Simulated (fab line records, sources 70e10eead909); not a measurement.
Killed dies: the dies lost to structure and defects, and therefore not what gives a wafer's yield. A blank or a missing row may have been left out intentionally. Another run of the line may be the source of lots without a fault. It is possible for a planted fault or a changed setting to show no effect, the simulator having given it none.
Which tool did it? + flow nandHarc + 24 lots with 72 wafers sampled at 2 steps, on a route of 1302 steps

== WHAT EACH GAUGE READ, for each wafer ==
NHARC_A_ONON_D2_THK_MEAS_02: measures by ellipsometry. Usual: thkNm at 1001 nm, with a standard deviation of 8.7.
| lot  | measured     | on           | thkNm (nm)     | flag |
|------|--------------|--------------|----------------|------|
| L074 | day 12 06:02 | filmMetro-01 | 1001 1002 1001 |      |
| L075 | day 12 20:23 | filmMetro-01 | 1013 1011 1011 |      |
| L076 | day 13 06:40 | filmMetro-02 | 976 977 978    |      |
| L078 | day 13 21:20 | filmMetro-02 | 1000 998 1001  |      |
| L077 | day 13 21:19 | filmMetro-02 | 990 991 990    |      |
| L079 | day 14 05:05 | filmMetro-01 | 1008 1009 1009 |      |
| L080 | day 14 20:07 | filmMetro-02 | 1003 1003 1002 |      |
| L081 | day 15 17:19 | filmMetro-01 | 999 1003 1001  |      |
| L082 | day 15 17:20 | filmMetro-01 | 987 988 989    |      |
| L084 | day 16 11:09 | filmMetro-01 | 1003 1004 1004 |      |
| L083 | day 16 14:12 | filmMetro-01 | 1003 1002 1002 |      |
| L085 | day 17 00:16 | filmMetro-01 | 1016 1016 1014 |      |
| L086 | day 17 07:03 | filmMetro-01 | 998 995 995    |      |
| L088 | day 18 09:25 | filmMetro-01 | 997 998 998    |      |
| L087 | day 18 09:25 | filmMetro-02 | 996 998 996    |      |
| L089 | day 18 23:52 | filmMetro-02 | 1002 1000 1000 |      |
| L090 | day 19 02:38 | filmMetro-02 | 1005 1007 1007 |      |
| L091 | day 19 02:40 | filmMetro-01 | 992 992 989    |      |
| L092 | day 19 20:15 | filmMetro-01 | 1013 1012 1013 |      |
| L093 | day 20 06:11 | filmMetro-02 | 994 996 995    |      |
| L094 | day 20 12:16 | filmMetro-02 | 1013 1011 1013 |      |
| L096 | day 21 07:05 | filmMetro-01 | 1002 1006 1002 |      |
| L095 | day 21 07:06 | filmMetro-02 | 1005 1003 1003 |      |
| L097 | day 22 07:47 | filmMetro-01 | 1000 999 1000  |      |

== TOOL THAT RAN EACH LOT (tool first, then ch and the chambers of the sampled wafers, then the start) ==
| lot  | NHARC_A_DECK1_JOINT_CMP_02    |
|------|-------------------------------|
| L074 | cmp-03 ch 2,3, day 12 04:47   |
| L075 | cmp-04 ch 0,3, day 12 19:06   |
| L076 | cmp-03 ch 1,3, day 13 05:25   |
| L078 | cmp-02 ch 1,2,3, day 13 20:02 |
| L077 | cmp-03 ch 2,3, day 13 20:04   |
| L079 | cmp-03 ch 1,2, day 14 03:49   |
| L080 | cmp-02 ch 0,2,3, day 14 18:54 |
| L081 | cmp-02 ch 0,2,3, day 15 16:03 |
| L082 | cmp-04 ch 1,2, day 15 16:04   |
| L084 | cmp-02 ch 0,2, day 16 09:52   |
| L083 | cmp-03 ch 1,2,3, day 16 12:58 |
| L085 | cmp-04 ch 0,1, day 16 23:01   |
| L086 | cmp-03 ch 0,1,3, day 17 05:49 |
| L088 | cmp-02 ch 0,1,2, day 18 08:08 |
| L087 | cmp-03 ch 1,2,3, day 18 08:08 |
| L089 | cmp-03 ch 0,1, day 18 22:35   |
| L090 | cmp-04 ch 1,2, day 19 01:22   |
| L091 | cmp-03 ch 1,2,3, day 19 01:22 |
| L092 | cmp-04 ch 0,1, day 19 18:58   |
| L093 | cmp-03 ch 0,1,2, day 20 04:55 |
| L094 | cmp-02 ch 1,2,3, day 20 10:59 |
| L096 | cmp-03 ch 1,2, day 21 05:49   |
| L095 | cmp-02 ch 1,3, day 21 05:50   |
| L097 | cmp-03 ch 0,1,2, day 22 06:33 |
- NHARC_A_DECK1_JOINT_CMP_02: polishes SiOx.

== AS READ BY THE TOOLS THEMSELVES (means over the sampled wafers that have a number; for cases with no such wafer, the mark the record gives instead) ==
NHARC_A_DECK1_JOINT_CMP_02. Usual: motorCurrentA at 12.0 A, with a standard deviation of 1.1.
| lot  | tool   | motorCurrentA (A) | flag |
|------|--------|-------------------|------|
| L074 | cmp-03 | 10.8              |      |
| L075 | cmp-04 | 12.8              |      |
| L076 | cmp-03 | 11.2              |      |
| L078 | cmp-02 | 12.4              |      |
| L077 | cmp-03 | 10.8              |      |
| L079 | cmp-03 | 12.4              |      |
| L080 | cmp-02 | 12.2              |      |
| L081 | cmp-02 | 12.0              |      |
| L082 | cmp-04 | 11.4              |      |
| L084 | cmp-02 | 11.8              |      |
| L083 | cmp-03 | 11.7              |      |
| L085 | cmp-04 | 11.6              |      |
| L086 | cmp-03 | 12.6              |      |
| L088 | cmp-02 | 12.6              |      |
| L087 | cmp-03 | 11.4              |      |
| L089 | cmp-03 | 13.5              |      |
| L090 | cmp-04 | 11.3              |      |
| L091 | cmp-03 | 11.8              |      |
| L092 | cmp-04 | 11.1              |      |
| L093 | cmp-03 | 12.6              |      |
| L094 | cmp-02 | 12.3              |      |
| L096 | cmp-03 | 11.8              |      |
| L095 | cmp-02 | 13.0              |      |
| L097 | cmp-03 | 12.4              |      |

== THE ANSWER, worked out from the rows above alone ==
Rule: lot off if the mean of its wafers having a number is beyond 3 standard deviations from the usual mean. A lot without any number at a reading at which 4 lots or more have one is off too. Where the step has rows for the other lots, those lots are counted as sound. First the gauges in route order, then the tools' own readings, where a lot's mean is used as printed above. At the first step where some lot is off, the reading lying furthest off is the one used; lots without a number count as furthest.
No lot is off at any reading shown: from this, nothing can be told.

== WHAT THE SIMULATOR PUT IN ==
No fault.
